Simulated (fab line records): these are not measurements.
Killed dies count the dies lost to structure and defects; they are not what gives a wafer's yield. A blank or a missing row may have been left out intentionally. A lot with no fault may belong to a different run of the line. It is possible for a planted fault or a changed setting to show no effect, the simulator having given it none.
What tool caused it? -- flow n5_finfet -- 27 wafers from 10 lots sampled at 6 of the route's 1938 steps

WHAT THE GAUGES READ, wafer by wafer
Not one reading of a measure or inspect step in the record can be checked against a usual standard deviation.

EACH LOT AND THE TOOL THAT RAN IT (in order: tool; ch and the chambers of the sampled wafers; start)
lot,N5_MIM_TOP_LITHO_DESCUM_10,N5_MIM_BOT_LITHO_DESCUM_10,N5_PASSIVATION_PECVD_55,N5_PASSIVATION_PECVD_01,N5_PASSIVATION_VIA_ETCH_13,N5_PASSIVATION_PROBE_49
L583,"rie_diel-05 ch 0,2,3, day 12 18:28","rie_diel-04 ch 1,2, day 12 19:27","pecvd-01 ch 0,1,2, day 12 20:25","pecvd-01 ch 0,1,2, day 12 20:26","rie_diel-01 ch 0,2,3, day 13 01:00",-
L587,"rie_diel-02 ch 0,2,3, day 13 17:15","rie_diel-05 ch 0,1,2, day 13 18:01","pecvd-01 ch 0,1,2, day 13 18:53","pecvd-01 ch 0,1,2, day 13 18:56","rie_diel-01 ch 0,1, day 13 19:55",-
L585,"rie_diel-04 ch 1,2,3, day 14 01:28","rie_diel-02 ch 0,1,2, day 14 02:17","pecvd-02 ch 0,2, day 14 03:10","pecvd-02 ch 0,2, day 14 03:12","rie_diel-03 ch 0,2,3, day 14 04:05",-
L589,"rie_diel-05 ch 0,1,2, day 14 08:55","rie_diel-04 ch 0,1, day 14 10:26","pecvd-02 ch 0,1,2, day 14 11:31","pecvd-02 ch 0,1,2, day 14 11:33","rie_diel-01 ch 0,1, day 14 13:40",-
L593,"rie_diel-04 ch 0,1, day 15 12:39","rie_diel-04 ch 1,2, day 15 13:35","pecvd-01 ch 0,2, day 15 14:28","pecvd-01 ch 0,2, day 15 14:31","rie_diel-01 ch 1,2, day 15 16:29",-
L594,"rie_diel-04 ch 3, day 15 23:04","rie_diel-05 ch 2,3, day 16 00:03","pecvd-01 ch 0,2, day 16 01:09","pecvd-01 ch 0,2, day 16 01:11","rie_diel-06 ch 0,3, day 16 02:12","prober-02, day 16 08:51"
L597,"rie_diel-05 ch 0,1, day 16 09:24","rie_diel-04 ch 1,3, day 16 10:08","pecvd-01 ch 0,2, day 16 11:04","pecvd-01 ch 0,2, day 16 11:05","rie_diel-06 ch 1, day 16 14:05",-
L599,"rie_diel-05 ch 0,1,2, day 16 15:31","rie_diel-02 ch 0,1,2, day 16 16:14","pecvd-02 ch 0,1, day 16 17:08","pecvd-02 ch 0,2, day 16 17:10","rie_diel-01 ch 0,2,3, day 16 17:55",-
L600,"rie_diel-04 ch 0,1,2, day 17 01:08","rie_diel-02 ch 0,1,2, day 17 01:55","pecvd-04 ch 1,2, day 17 02:50","pecvd-04 ch 1,2, day 17 02:53","rie_diel-06 ch 0,2,3, day 17 03:29",-
L602,"rie_diel-02 ch 1,2,3, day 18 03:18","rie_diel-02 ch 0,2,3, day 18 04:10","pecvd-04 ch 0,2, day 18 05:15","pecvd-04 ch 0,2, day 18 05:17","rie_diel-03 ch 0,1,3, day 18 06:08",-
- N5_MIM_TOP_LITHO_DESCUM_10: chemistry O2, time 7.9 s.
- N5_MIM_BOT_LITHO_DESCUM_10: chemistry O2, time 7.9 s.
- N5_PASSIVATION_PECVD_55: deposits SiO2 from SiH4/N2O, target thk 400 nm, time 22.5 s.
- N5_PASSIVATION_PECVD_01: deposits SiNx from SiH4/NH3/N2, target thk 200 nm, time 43.2 s.
- N5_PASSIVATION_VIA_ETCH_13: etches SiO2 in CHF3/O2, target depth 660 nm, time 330 s.
- N5_PASSIVATION_PROBE_49

WHAT THE TOOLS THEMSELVES READ (means of the sampled wafers that have a number; where no wafer has one, the mark that the record gives instead)
N5_MIM_TOP_LITHO_DESCUM_10. Usual: drypump_motor_current_A 5.5 A, standard deviation 0.36; o2_flow_sccm 225.0 sccm, standard deviation 0.64; oes_product_au 0.79 a.u., standard deviation 0.075; rf_vpp_V 243.3 V, standard deviation 1.3; showerhead_plenum_p_Torr 2.11 Torr, standard deviation 0.067; throttle_valve_pct 20.33 %, standard deviation 0.22.
lot,tool,drypump_motor_current_A (A),o2_flow_sccm (sccm),oes_product_au (a.u.),rf_vpp_V (V),showerhead_plenum_p_Torr (Torr),throttle_valve_pct (%),flag
L583,rie_diel-05,5.7,225.0,0.72,243.5,2.14,20.28,
L587,rie_diel-02,5.8,224.5,0.77,242.1,2.04,20.41,
L585,rie_diel-04,5.3,225.0,0.79,243.8,2.13,20.34,
L589,rie_diel-05,5.6,225.0,0.78,243.5,2.13,20.26,
L593,rie_diel-04,5.7,224.7,0.77,242.1,2.05,20.23,
L594,rie_diel-04,5.0,225.3,0.81,243.7,2.21,20.30,
L597,rie_diel-05,5.5,224.0,0.81,243.6,2.12,20.41,
L599,rie_diel-05,5.6,224.8,0.85,244.4,2.12,20.17,
L600,rie_diel-04,5.7,224.9,0.74,242.5,2.08,20.40,
L602,rie_diel-02,5.9,224.5,0.76,241.8,2.03,20.48,

N5_MIM_BOT_LITHO_DESCUM_10. Usual: drypump_motor_current_A 5.6 A, standard deviation 0.35; o2_flow_sccm 224.9 sccm, standard deviation 0.69; oes_product_au 0.78 a.u., standard deviation 0.075; rf_vpp_V 243.2 V, standard deviation 1.3; showerhead_plenum_p_Torr 2.10 Torr, standard deviation 0.065; throttle_valve_pct 20.33 %, standard deviation 0.19.
lot,tool,drypump_motor_current_A (A),o2_flow_sccm (sccm),oes_product_au (a.u.),rf_vpp_V (V),showerhead_plenum_p_Torr (Torr),throttle_valve_pct (%),flag
L583,rie_diel-04,5.6,224.9,0.76,243.4,2.12,20.44,
L587,rie_diel-05,5.6,224.7,0.79,244.9,2.13,20.25,
L585,rie_diel-02,5.8,225.1,0.77,243.5,2.06,20.35,
L589,rie_diel-04,5.7,224.7,0.75,243.3,2.06,20.28,
L593,rie_diel-04,5.6,223.8,0.76,243.4,2.09,20.37,
L594,rie_diel-05,5.8,224.7,0.94,244.1,2.10,19.88,
L597,rie_diel-04,5.2,225.0,0.81,243.8,2.12,20.20,
L599,rie_diel-02,5.8,224.7,0.76,242.8,2.06,20.39,
L600,rie_diel-02,5.8,225.1,0.75,242.6,2.06,20.39,
L602,rie_diel-02,5.8,224.5,0.74,241.0,2.03,20.47,

N5_PASSIVATION_PECVD_55. Usual: heater_power_outer_w 378 W, standard deviation 100; heater_power_w 680 W, standard deviation 130; showerhead_plenum_p_Torr 8.19 Torr, standard deviation 0.073; throttle_valve_pct 51.6 %, standard deviation 1.6.
lot,tool,heater_power_outer_w (W),heater_power_w (W),showerhead_plenum_p_Torr (Torr),throttle_valve_pct (%),flag
L583,pecvd-01,345,621,8.17,51.8,
L587,pecvd-01,359,625,8.18,51.6,
L585,pecvd-02,431,744,8.20,53.4,
L589,pecvd-02,432,743,8.21,52.0,
L593,pecvd-01,304,538,8.22,50.3,
L594,pecvd-01,294,534,8.20,50.5,
L597,pecvd-01,328,569,8.21,50.5,
L599,pecvd-02,564,928,8.14,52.0,
L600,pecvd-04,374,705,8.15,51.7,
L602,pecvd-04,276,576,8.19,51.3,

N5_PASSIVATION_PECVD_01. Usual: heater_power_outer_w 166 W, standard deviation 100; heater_power_w 397 W, standard deviation 130; showerhead_plenum_p_Torr 8.69 Torr, standard deviation 0.052; throttle_valve_pct 29.2 %, standard deviation 0.94.
lot,tool,heater_power_outer_w (W),heater_power_w (W),showerhead_plenum_p_Torr (Torr),throttle_valve_pct (%),flag
L583,pecvd-01,125,319,8.68,29.1,
L587,pecvd-01,125,322,8.66,29.3,
L585,pecvd-02,308,582,8.69,30.3,
L589,pecvd-02,280,537,8.70,29.4,
L593,pecvd-01,100,278,8.71,28.6,
L594,pecvd-01,77,246,8.69,28.5,
L597,pecvd-01,110,292,8.71,28.6,
L599,pecvd-02,217,453,8.73,30.2,
L600,pecvd-04,165,422,8.68,29.1,
L602,pecvd-04,57,274,8.70,29.0,

N5_PASSIVATION_VIA_ETCH_13. Usual: drypump_motor_current_A 5.9 A, standard deviation 0.47; etch_rf_on_time_s 236 s, standard deviation 4.6; oes_product_au 0.72 a.u., standard deviation 0.071; rf_vpp_V 518 V, standard deviation 9.2; showerhead_plenum_p_Torr 2.37 Torr, standard deviation 0.072; throttle_valve_pct 18.91 %, standard deviation 0.2.
lot,tool,drypump_motor_current_A (A),etch_rf_on_time_s (s),oes_product_au (a.u.),rf_vpp_V (V),showerhead_plenum_p_Torr (Torr),throttle_valve_pct (%),flag
L583,rie_diel-01,6.2,230,0.74,515,2.36,18.88,
L587,rie_diel-01,6.0,236,0.74,512,2.33,18.78,
L585,rie_diel-03,5.5,240,0.67,522,2.36,19.11,
L589,rie_diel-01,6.0,237,0.74,512,2.33,18.78,
L593,rie_diel-01,6.0,202,0.73,520,2.33,18.88,OFF
L594,rie_diel-06,5.6,206,0.67,518,2.31,18.91,OFF
L597,rie_diel-06,5.3,208,0.84,528,2.59,18.52,OFF
L599,rie_diel-01,6.3,239,0.71,515,2.35,18.94,
L600,rie_diel-06,5.7,234,0.66,516,2.33,19.03,
L602,rie_diel-03,5.5,230,0.79,533,2.44,18.88,

N5_PASSIVATION_PROBE_49. Usual: defect_limited_yield 91.0 %, standard deviation 1.5; killed_at_M0_to_M3 34, standard deviation 9.1; killed_at_M4_up 14, standard deviation 5.7; killed_at_contacts 13, standard deviation 5.7; killed_at_front_end 42, standard deviation 12; killed_at_other 4, standard deviation 3.4; killed_dies 106, standard deviation 17; killed_open 70, standard deviation 13; killed_short 34, standard deviation 7.5; sort_bin_5_function 5.2 %, standard deviation 0.94; sort_bin_6_memory 3.4 %, standard deviation 0.69; sort_n_pass 1074, standard deviation 17; sort_yield_pct 91.0 %, standard deviation 1.5.
lot,tool,defect_limited_yield (%),killed_at_M0_to_M3,killed_at_M4_up,killed_at_contacts,killed_at_front_end,killed_at_other,killed_dies,killed_open,killed_short,sort_bin_5_function (%),sort_bin_6_memory (%),sort_n_pass,sort_yield_pct (%),flag
L594,prober-02,90.8,19,13,16,56,5,109,76,33,6.0,2.9,1071,90.8,

THE ANSWER, worked out from the rows above alone
Rule: a lot counts as off when the mean over its wafers that have a number is more than 3 standard deviations away from the usual mean. Also off: a lot with no number at a reading for which 4 or more lots have one. Any other lot the step has rows for is counted as sound. Order of review: gauges by route order, followed by the tools' own readings, for which a lot's mean as printed above is used. The first step at which some lot is off is used, and at that step the reading that is off furthest; a lot without a number counts as furthest.
Off: L593, L594, L597 (N5_PASSIVATION_VIA_ETCH_13, etch_rf_on_time_s).
If a tool, at that step or one of the process steps before it, ran each lot that is off and ran no sound lot following the first of them, it fits. One candidate fits, namely pecvd-01 at N5_PASSIVATION_PECVD_55 and N5_PASSIVATION_PECVD_01. At N5_PASSIVATION_PECVD_55 its last sound lot is L587 (day 13 18:53), its first lot that is off L593 (day 15 14:28): a fault that began between those two fits.

WHAT WAS PUT IN BY THE SIMULATOR
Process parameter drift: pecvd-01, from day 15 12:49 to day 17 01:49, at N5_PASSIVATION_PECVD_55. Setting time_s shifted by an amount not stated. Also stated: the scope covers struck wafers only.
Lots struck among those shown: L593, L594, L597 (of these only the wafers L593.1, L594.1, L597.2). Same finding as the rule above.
